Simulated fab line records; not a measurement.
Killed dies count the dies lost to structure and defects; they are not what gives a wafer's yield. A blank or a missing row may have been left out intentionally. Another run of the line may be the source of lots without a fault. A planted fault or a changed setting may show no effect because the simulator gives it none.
Which tool was responsible? / flow n5Finfet / 11 lots with 31 wafers sampled at 4 steps, on a route of 1938 steps

== WHAT EACH GAUGE READ, for each wafer ==
N5_BEOL_M6_THK_MEAS_01. Usual: for M6_ILD_THK the level is 154.9 nm and the standard deviation is 1.9.
lot=L170; measured=day 9 23:40; on=filmMetro-02; M6_ILD_THK (nm)=153.5 156.1 156.0; flag=
lot=L169; measured=day 10 00:31; on=filmMetro-01; M6_ILD_THK (nm)=153.2 153.0 154.0; flag=
lot=L172; measured=day 10 12:05; on=filmMetro-02; M6_ILD_THK (nm)=154.3 154.6 154.1; flag=
lot=L177; measured=day 11 15:28; on=filmMetro-01; M6_ILD_THK (nm)=152.9 162.6; flag=
lot=L180; measured=day 12 04:39; on=filmMetro-01; M6_ILD_THK (nm)=156.0 154.5 155.9; flag=
lot=L179; measured=day 12 08:43; on=filmMetro-02; M6_ILD_THK (nm)=156.0 164.9; flag=
lot=L184; measured=day 13 15:58; on=filmMetro-01; M6_ILD_THK (nm)=155.3 156.0 156.5; flag=
lot=L188; measured=day 14 01:50; on=filmMetro-02; M6_ILD_THK (nm)=154.3 158.7 159.8; flag=
lot=L187; measured=day 14 06:42; on=filmMetro-02; M6_ILD_THK (nm)=157.8 155.6 158.4; flag=
lot=L189; measured=day 14 19:47; on=filmMetro-01; M6_ILD_THK (nm)=153.8 155.0 158.0; flag=
lot=L191; measured=day 14 20:01; on=filmMetro-01; M6_ILD_THK (nm)=154.4 154.8 157.0; flag=

== TOOL THAT RAN EACH LOT (tool first, then ch and the chambers of the sampled wafers, then the start) ==
lot=L170; N5_BEOL_M5_SPUTTER_88=pvdSputter-03, day 9 20:27; N5_BEOL_M5_CO_CAP_78=cvdCo-01 ch 0,1, day 9 22:47; N5_BEOL_M6_ILD_DEP_00=pecvd-04 ch 1,2, day 9 23:04
lot=L169; N5_BEOL_M5_SPUTTER_88=pvdSputter-01, day 9 21:09; N5_BEOL_M5_CO_CAP_78=cvdCo-01 ch 0,1,2, day 9 23:10; N5_BEOL_M6_ILD_DEP_00=pecvd-01 ch 1,2, day 9 23:27
lot=L172; N5_BEOL_M5_SPUTTER_88=pvdSputter-01, day 10 09:13; N5_BEOL_M5_CO_CAP_78=cvdCo-01 ch 1,2, day 10 11:10; N5_BEOL_M6_ILD_DEP_00=pecvd-03 ch 1, day 10 11:26
lot=L177; N5_BEOL_M5_SPUTTER_88=pvdSputter-03, day 11 12:39; N5_BEOL_M5_CO_CAP_78=cvdCo-01 ch 0,2, day 11 14:37; N5_BEOL_M6_ILD_DEP_00=pecvd-03 ch 0,2, day 11 14:54
lot=L180; N5_BEOL_M5_SPUTTER_88=pvdSputter-02, day 12 00:55; N5_BEOL_M5_CO_CAP_78=cvdCo-02 ch 0,1,2, day 12 03:23; N5_BEOL_M6_ILD_DEP_00=pecvd-01 ch 0,1,2, day 12 03:37
lot=L179; N5_BEOL_M5_SPUTTER_88=pvdSputter-03, day 12 05:27; N5_BEOL_M5_CO_CAP_78=cvdCo-01 ch 1, day 12 07:25; N5_BEOL_M6_ILD_DEP_00=pecvd-03 ch 1,2, day 12 07:39
lot=L184; N5_BEOL_M5_SPUTTER_88=pvdSputter-02, day 13 10:23; N5_BEOL_M5_CO_CAP_78=cvdCo-01 ch 0,1,2, day 13 15:06; N5_BEOL_M6_ILD_DEP_00=pecvd-01 ch 1,2, day 13 15:23
lot=L188; N5_BEOL_M5_SPUTTER_88=pvdSputter-02, day 13 21:10; N5_BEOL_M5_CO_CAP_78=cvdCo-01 ch 1,2, day 14 00:30; N5_BEOL_M6_ILD_DEP_00=pecvd-04 ch 0,1, day 14 00:46
lot=L187; N5_BEOL_M5_SPUTTER_88=pvdSputter-01, day 14 00:50; N5_BEOL_M5_CO_CAP_78=cvdCo-01 ch 0,2, day 14 05:53; N5_BEOL_M6_ILD_DEP_00=pecvd-04 ch 0,1,2, day 14 06:07
lot=L189; N5_BEOL_M5_SPUTTER_88=pvdSputter-01, day 14 17:01; N5_BEOL_M5_CO_CAP_78=cvdCo-01 ch 0,2, day 14 18:58; N5_BEOL_M6_ILD_DEP_00=pecvd-01 ch 1,2, day 14 19:13
lot=L191; N5_BEOL_M5_SPUTTER_88=pvdSputter-03, day 14 17:12; N5_BEOL_M5_CO_CAP_78=cvdCo-02 ch 0,1,2, day 14 19:12; N5_BEOL_M6_ILD_DEP_00=pecvd-04 ch 1,2, day 14 19:26
- N5_BEOL_M5_SPUTTER_88: material Cu, target thk 15 nm, time 27.62 s.
- N5_BEOL_M5_CO_CAP_78: material Co, precursor CCTBA/H2, target thk 2 nm, time 102.1 s.
- N5_BEOL_M6_ILD_DEP_00: deposits SiCOH lowk from DEMS/porogen, target thk 179.75 nm, time 33.4 s.

== AS READ BY THE TOOLS THEMSELVES (means over the sampled wafers that have a number; for cases with no such wafer, the mark the record gives instead) ==
N5_BEOL_M5_SPUTTER_88. Usual: throttleValvePct reads 30.3 % (standard deviation 0.98).
lot=L170; tool=pvdSputter-03; throttleValvePct (%)=31.5; flag=
lot=L169; tool=pvdSputter-01; throttleValvePct (%)=29.6; flag=
lot=L172; tool=pvdSputter-01; throttleValvePct (%)=29.4; flag=
lot=L177; tool=pvdSputter-03; throttleValvePct (%)=30.8; flag=
lot=L180; tool=pvdSputter-02; throttleValvePct (%)=31.2; flag=
lot=L179; tool=pvdSputter-03; throttleValvePct (%)=31.7; flag=
lot=L184; tool=pvdSputter-02; throttleValvePct (%)=30.6; flag=
lot=L188; tool=pvdSputter-02; throttleValvePct (%)=30.1; flag=
lot=L187; tool=pvdSputter-01; throttleValvePct (%)=28.7; flag=
lot=L189; tool=pvdSputter-01; throttleValvePct (%)=30.3; flag=
lot=L191; tool=pvdSputter-03; throttleValvePct (%)=31.1; flag=

N5_BEOL_M5_CO_CAP_78. Usual: heaterPowerW reads 252 W (standard deviation 21).
lot=L170; tool=cvdCo-01; heaterPowerW (W)=252; flag=
lot=L169; tool=cvdCo-01; heaterPowerW (W)=260; flag=
lot=L172; tool=cvdCo-01; heaterPowerW (W)=275; flag=
lot=L177; tool=cvdCo-01; heaterPowerW (W)=254; flag=
lot=L180; tool=cvdCo-02; heaterPowerW (W)=227; flag=
lot=L179; tool=cvdCo-01; heaterPowerW (W)=276; flag=
lot=L184; tool=cvdCo-01; heaterPowerW (W)=256; flag=
lot=L188; tool=cvdCo-01; heaterPowerW (W)=274; flag=
lot=L187; tool=cvdCo-01; heaterPowerW (W)=256; flag=
lot=L189; tool=cvdCo-01; heaterPowerW (W)=261; flag=
lot=L191; tool=cvdCo-02; heaterPowerW (W)=228; flag=

N5_BEOL_M6_ILD_DEP_00. Usual: heaterPowerW 311 W, standard deviation 55; showerheadPlenumPTorr 5.746 Torr, standard deviation 0.014; throttleValvePct 13.8 %, standard deviation 0.59.
lot=L170; tool=pecvd-04; heaterPowerW (W)=282; showerheadPlenumPTorr (Torr)=5.752; throttleValvePct (%)=13.8; flag=
lot=L169; tool=pecvd-01; heaterPowerW (W)=333; showerheadPlenumPTorr (Torr)=5.756; throttleValvePct (%)=13.2; flag=
lot=L172; tool=pecvd-03; heaterPowerW (W)=324; showerheadPlenumPTorr (Torr)=5.742; throttleValvePct (%)=13.9; flag=
lot=L177; tool=pecvd-03; heaterPowerW (W)=268; showerheadPlenumPTorr (Torr)=5.737; throttleValvePct (%)=13.7; flag=
lot=L180; tool=pecvd-01; heaterPowerW (W)=319; showerheadPlenumPTorr (Torr)=5.751; throttleValvePct (%)=13.8; flag=
lot=L179; tool=pecvd-03; heaterPowerW (W)=297; showerheadPlenumPTorr (Torr)=5.742; throttleValvePct (%)=13.5; flag=
lot=L184; tool=pecvd-01; heaterPowerW (W)=321; showerheadPlenumPTorr (Torr)=5.750; throttleValvePct (%)=13.6; flag=
lot=L188; tool=pecvd-04; heaterPowerW (W)=257; showerheadPlenumPTorr (Torr)=5.748; throttleValvePct (%)=14.0; flag=
lot=L187; tool=pecvd-04; heaterPowerW (W)=263; showerheadPlenumPTorr (Torr)=5.739; throttleValvePct (%)=13.8; flag=
lot=L189; tool=pecvd-01; heaterPowerW (W)=313; showerheadPlenumPTorr (Torr)=5.754; throttleValvePct (%)=13.6; flag=
lot=L191; tool=pecvd-04; heaterPowerW (W)=268; showerheadPlenumPTorr (Torr)=5.760; throttleValvePct (%)=13.7; flag=

== THE ANSWER, worked out from the rows above alone ==
Rule: a lot counts as off when the mean over its wafers that have a number is more than 3 standard deviations away from the usual mean. Also off: a lot with no number at a reading for which 4 or more lots have one. Where the step has rows for the other lots, those lots are counted as sound. The gauges are gone through in route order, then the tools' own readings, and for those a lot's mean is taken as printed above. At the first step where some lot is off, the reading lying furthest off is the one used; lots without a number count as furthest.
No lot is off at any reading shown: from this, nothing can be told.

== WHAT THE SIMULATOR HAD INSERTED ==
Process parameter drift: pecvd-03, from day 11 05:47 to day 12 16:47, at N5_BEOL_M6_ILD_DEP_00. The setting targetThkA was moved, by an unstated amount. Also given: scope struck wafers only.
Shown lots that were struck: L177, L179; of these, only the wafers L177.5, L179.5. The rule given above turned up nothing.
